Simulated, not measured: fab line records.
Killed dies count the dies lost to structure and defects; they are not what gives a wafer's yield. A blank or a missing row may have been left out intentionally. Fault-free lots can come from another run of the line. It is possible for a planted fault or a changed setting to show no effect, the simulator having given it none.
Split-lot study ; flow n5_finfet ; 21 wafers read across 7 lots, on a route 1938 steps long

## THE SPLIT
At N5_WELL_APT_PEB_23 (peb time 90 s), the setting peb_time_s was moved away from the recipe's 90 s on 7 of the 21 wafers read, by -20.9% to +21.1%. This setting was run at the recipe's value on the other wafers.

## FROM THE SPLIT TO THE READING: what the file shows between them, 2 steps
- N5_WELL_APT_DEVELOP_24: develop time 45 s
- N5_WELL_APT_HARDBAKE_29: time 120 s

## THE READING
cd_nm, in nm, at N5_WELL_APT_CD_MEAS_25 (target cd 200 nm). Typical for fault-free wafers on this fab line: 201.0 nm, with standard deviation 2.1 nm.

wafer;tool, chamber at the split;peb_time_s as run, s;against the recipe;cd_nm, nm;against lot-mates on the recipe
L075.1;litho_track-04, 0;90;recipe;203.6;-
L075.3;litho_track-04, 0;90;recipe;200.5;-
L075.4;litho_track-04, 0;90;recipe;203.7;-
L079.1;litho_track-04, 0;78.39;-12.9%;197.5;-7.3
L079.2;litho_track-04, 0;78.39;-12.9%;197.4;-7.4
L079.5;litho_track-04, 0;90;recipe;204.8;-
L082.1;litho_track-03, 0;90;recipe;199.4;-
L082.3;litho_track-03, 0;77.52;-13.9%;193.0;-6.4
L082.5;litho_track-03, 0;90;recipe;199.4;-
L083.1;litho_track-04, 0;71.22;-20.9%;190.3;-14.7
L083.2;litho_track-04, 0;71.22;-20.9%;192.9;-12.1
L083.4;litho_track-04, 0;90;recipe;205.0;-
L087.1;litho_track-04, 0;90;recipe;200.6;-
L087.4;litho_track-04, 0;109;+21.1%;211.9;+11.3
L087.6;litho_track-04, 0;109;+21.1%;211.7;+11.1
L096.1;litho_track-03, 0;90;recipe;198.8;-
L096.5;litho_track-03, 0;90;recipe;198.3;-
L096.6;litho_track-03, 0;90;recipe;201.3;-
L097.1;litho_track-01, 0;90;recipe;200.2;-
L097.5;litho_track-01, 0;90;recipe;203.2;-
L097.6;litho_track-01, 0;90;recipe;199.2;-

FIT RESULTS
A straight line over all 21 wafers: cd_nm changes by +0.468 nm for each +1% of peb_time_s; r = +0.92; the points scatter about the line by 2.1 nm.
The same after taking each lot's own level away (the mean of its wafers on the recipe; 21 wafers): +0.57 nm for each +1%; r = +0.98; scatter 1.3 nm.
Per that fit: largest peb_time_s move, reading shift of 12 nm.
Across the lots, their own levels run from 199.40 to 205.00 nm, a range of 2.7 times the standard deviation given above.
In other words, the slope is changed by the lot-to-lot level; the two fits disagree.
Check: with one of the wafers moved furthest among these (+21.1%) left out of the fit, the line predicts +12.1 nm for it against its lot-mates. Against them it came out at +11.3 nm.

## THE WHOLE CHAIN: every reading that the file lists as answering this split, in the file's order
step;what it does;reading;change (the file's fit);r (the file's)
N5_WELL_APT_CD_MEAS_25;target cd 200 nm;cd_nm;+0.565 nm for each +1% of the setting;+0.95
N5_WELL_APT_DESCUM_30;chemistry O2, time 7.9 s;WELL_APT.cd_nm (the simulator's own value, which no gauge read);+0.576 nm for each +1% of the setting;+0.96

## THE FILE'S OWN FIT
cd_nm changes by +0.565 nm for each +1% of peb_time_s, r = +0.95.
